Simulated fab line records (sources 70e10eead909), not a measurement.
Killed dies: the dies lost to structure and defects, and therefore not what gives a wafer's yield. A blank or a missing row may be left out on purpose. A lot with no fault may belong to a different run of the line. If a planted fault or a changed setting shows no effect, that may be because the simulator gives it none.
Which of the tools did it? -- flow nand-harc -- 45 wafers from 15 lots sampled at 4 of the route's 1302 steps

== WHAT EACH GAUGE READ, for each wafer ==
Not one reading of a measure or inspect step in the record can be checked against a usual standard deviation.

== EACH LOT AND THE TOOL THAT RAN IT (in order: tool; ch and the chambers of the sampled wafers; start) ==
lot,NHARC_A_STAIRCASE_ETCH_234,NHARC_A_STAIRCASE_DEVELOP_267,NHARC_A_STAIRCASE_ETCH_451,NHARC_A_STAIRCASE_ETCH_273
L305,"rie-diel-05 ch 0,1,3, day 16 16:00 or earlier","litho-track-03 ch 0, day 16 16:00","rie-diel-11 ch 0,1,3, no start","rie-diel-11 ch 0,2,3, no start"
L307,"rie-diel-11 ch 2,3, day 17 05:00 or earlier","litho-track-05 ch 0, day 17 05:00","rie-diel-05 ch 1,3, no start","rie-diel-05 ch 1,2, no start"
L306,"rie-diel-04 ch 0,1,3, day 17 06:00 or earlier","litho-track-05 ch 0, day 17 06:00","rie-diel-04 ch 0,1,3, no start","rie-diel-04 ch 0,1,3, no start"
L308,"rie-diel-04 ch 1,2,3, day 18 00:00 or earlier","litho-track-03 ch 0, day 18 00:00","rie-diel-04 ch 0,1, no start","rie-diel-04 ch 1,3, no start"
L309,"rie-diel-05 ch 2,3, day 18 01:00 or earlier","litho-track-02 ch 0, day 18 01:00","rie-diel-11 ch 1,3, no start","rie-diel-11 ch 0,3, no start"
L310,"rie-diel-11 ch 0,1,2, day 18 20:00 or earlier","litho-track-03 ch 0, day 18 20:00","rie-diel-05 ch 2,3, no start","rie-diel-05 ch 0,1,2, no start"
L311,"rie-diel-04 ch 0,1,2, day 19 10:00 or earlier","litho-track-03 ch 0, day 19 10:00","rie-diel-11 ch 0,1, no start","rie-diel-11 ch 1,2,3, no start"
L312,"rie-diel-05 ch 0,2,3, day 19 13:00 or earlier","litho-track-02 ch 0, day 19 13:00","rie-diel-05 ch 1,2,3, no start","rie-diel-05 ch 0,2,3, no start"
L315,"rie-diel-05 ch 0,1,3, day 21 07:00 or earlier","litho-track-03 ch 0, day 21 07:00","rie-diel-05 ch 0,1, no start","rie-diel-05 ch 0,2,3, no start"
L317,"rie-diel-11 ch 0,1,2, day 21 18:00 or earlier","litho-track-02 ch 0, day 21 18:00","rie-diel-04 ch 1,3, no start","rie-diel-04 ch 0,1, no start"
L318,"rie-diel-11 ch 0,3, day 22 06:00 or earlier","litho-track-03 ch 0, day 22 06:00","rie-diel-11 ch 2,3, no start","rie-diel-11 ch 0,1,2, no start"
L321,"rie-diel-11 ch 0,2,3, day 23 03:00 or earlier","litho-track-02 ch 0, day 23 03:00","rie-diel-05 ch 0,1,3, no start","rie-diel-05 ch 0,1,3, no start"
L320,"rie-diel-05 ch 0,2,3, day 23 03:00 or earlier","litho-track-05, day 23 03:00","rie-diel-11 ch 0,1,2, no start","rie-diel-11 ch 0,1, no start"
L319,"rie-diel-04 ch 1,2,3, day 23 05:00 or earlier","litho-track-03, day 23 05:00","rie-diel-11 ch 0,2,3, no start","rie-diel-11 ch 1,2,3, no start"
L322,"rie-diel-11 ch 2,3, day 23 23:00 or earlier","litho-track-02, day 23 23:00","rie-diel-04 ch 1,2,3, no start","rie-diel-04 ch 1,2,3, no start"
- NHARC_A_STAIRCASE_ETCH_234: etches the open film in C4F8/O2, target depth 100 nm, time 40.5 s.
- NHARC_A_STAIRCASE_DEVELOP_267: time 140 s.
- NHARC_A_STAIRCASE_ETCH_451: etches the open film in CF4/O2, target depth 30 nm, overetch 3 nm, time 16.5 s.
- NHARC_A_STAIRCASE_ETCH_273: etches the open film in C4F8/O2/Ar, target depth 10200 nm, time 2468.6 s.

== AS READ BY THE TOOLS THEMSELVES (means over the sampled wafers that have a number; for cases with no such wafer, the mark the record gives instead) ==
NHARC_A_STAIRCASE_ETCH_234.
lot,tool,oes-product-au (a.u.),rf-fwd-power-W (W),rf-vpp-V (V)
L305,rie-diel-05,0.939,592.4,893
L307,rie-diel-11,0.946,594.4,887
L306,rie-diel-04,0.946,589.5,897
L308,rie-diel-04,0.947,592.1,898
L309,rie-diel-05,0.937,592.3,889
L310,rie-diel-11,0.953,591.7,894
L311,rie-diel-04,0.936,591.7,896
L312,rie-diel-05,0.953,591.5,898
L315,rie-diel-05,0.958,594.1,899
L317,rie-diel-11,0.935,591.4,892
L318,rie-diel-11,0.949,591.9,902
L321,rie-diel-11,0.932,593.4,895
L320,rie-diel-05,0.964,593.6,898
L319,rie-diel-04,0.941,592.8,899
L322,rie-diel-11,0.949,592.7,893

NHARC_A_STAIRCASE_DEVELOP_267.
lot,tool,chill-plate-temp-C (C),exhaust-pa (Pa),resist-line-temp-C (C)
L305,litho-track-03,22.90,44.0,23.04
L307,litho-track-05,23.00,46.4,23.05
L306,litho-track-05,22.88,45.5,22.91
L308,litho-track-03,23.03,45.0,22.98
L309,litho-track-02,23.04,45.1,23.01
L310,litho-track-03,23.05,44.4,23.00
L311,litho-track-03,22.86,44.3,23.19
L312,litho-track-02,23.12,45.4,22.94
L315,litho-track-03,23.11,44.8,22.93
L317,litho-track-02,23.07,46.8,22.90
L318,litho-track-03,23.09,44.8,22.92
L321,litho-track-02,22.97,44.4,23.00
L320,litho-track-05,-,-,-
L319,litho-track-03,-,-,-
L322,litho-track-02,-,-,-

NHARC_A_STAIRCASE_ETCH_451.
lot,tool,drypump-motor-current-A (A),oes_ar_750_au (a.u.),oes-product-au (a.u.),rf-fwd-power-W (W),rf-vpp-V (V),showerhead-plenum-p-Torr (Torr),throttle-valve-pct (%)
L305,rie-diel-11,6.0,1.000,1.017,293.5,197.5,1.31,13.394
L307,rie-diel-05,6.1,1.002,0.993,293.6,196.5,1.28,13.400
L306,rie-diel-04,5.6,0.997,1.003,293.0,199.3,1.34,13.393
L308,rie-diel-04,5.3,1.002,1.005,294.0,198.1,1.37,13.405
L309,rie-diel-11,5.8,0.999,1.002,292.7,197.8,1.33,13.404
L310,rie-diel-05,5.4,1.003,1.005,294.4,199.2,1.39,13.393
L311,rie-diel-11,6.2,1.004,1.000,295.0,197.5,1.34,13.395
L312,rie-diel-05,5.9,0.996,1.001,293.5,197.3,1.33,13.403
L315,rie-diel-05,6.3,0.999,0.998,294.2,196.9,1.32,13.395
L317,rie-diel-04,5.6,1.003,1.013,293.1,199.1,1.39,13.398
L318,rie-diel-11,5.7,1.000,1.006,293.0,196.5,1.31,13.402
L321,rie-diel-05,5.7,1.001,0.995,294.0,198.8,1.37,13.397
L320,rie-diel-11,5.9,0.999,0.987,293.8,197.3,1.31,13.402
L319,rie-diel-11,6.0,0.999,1.004,293.1,197.1,1.33,13.401
L322,rie-diel-04,5.8,1.004,1.004,292.7,198.7,1.36,13.396

NHARC_A_STAIRCASE_ETCH_273.
lot,tool,oes-product-au (a.u.),rf-fwd-power-W (W),rf-vpp-V (V)
L305,rie-diel-11,0.947,602.1,1813
L307,rie-diel-05,0.916,601.6,1817
L306,rie-diel-04,0.929,598.0,1828
L308,rie-diel-04,0.951,599.1,1838
L309,rie-diel-11,0.953,601.1,1813
L310,rie-diel-05,0.941,599.3,1823
L311,rie-diel-11,0.947,599.5,1831
L312,rie-diel-05,0.931,599.9,1833
L315,rie-diel-05,0.946,599.5,1832
L317,rie-diel-04,0.951,598.4,1832
L318,rie-diel-11,0.947,599.5,1823
L321,rie-diel-05,0.937,601.0,1832
L320,rie-diel-11,0.936,600.7,1829
L319,rie-diel-11,0.935,600.4,1830
L322,rie-diel-04,0.942,599.3,1831

== THE ANSWER, worked out from the rows above alone ==
Rule: what is usual is taken from the lots themselves. Put in order of their means at a reading, lots are off if they are a third of the lots or fewer, leave a main group of 4 or more, and stand apart from it by a gap of 3 or more times the standard deviation of the main group's means; of several such gaps the widest counts. A main group whose means are all the same, to the digits that the tables above print for the reading, isn't used. Also off: a lot with no number at a reading for which 4 or more lots have one. Where the step has rows for the other lots, those lots are counted as sound. First the gauges in route order, then the tools' own readings, where a lot's mean is used as printed above. At the first step where some lot is off, the reading lying furthest off is the one used; lots without a number count as furthest.
Off at NHARC_A_STAIRCASE_DEVELOP_267 (chill-plate-temp-C): L320, L319, L322. Without a number there: L320, L319, L322. Mean 23.01 C and standard deviation 0.086 in the main group.
A tool fits if, at that step or a process step before it, it ran every lot that is off, and no sound lot after the first of them. NHARC_A_STAIRCASE_ETCH_234: start missing for some lots; hours and lot order therefore follow NHARC_A_STAIRCASE_DEVELOP_267. None of those tried fits.

== WHAT THE SIMULATOR PUT IN ==
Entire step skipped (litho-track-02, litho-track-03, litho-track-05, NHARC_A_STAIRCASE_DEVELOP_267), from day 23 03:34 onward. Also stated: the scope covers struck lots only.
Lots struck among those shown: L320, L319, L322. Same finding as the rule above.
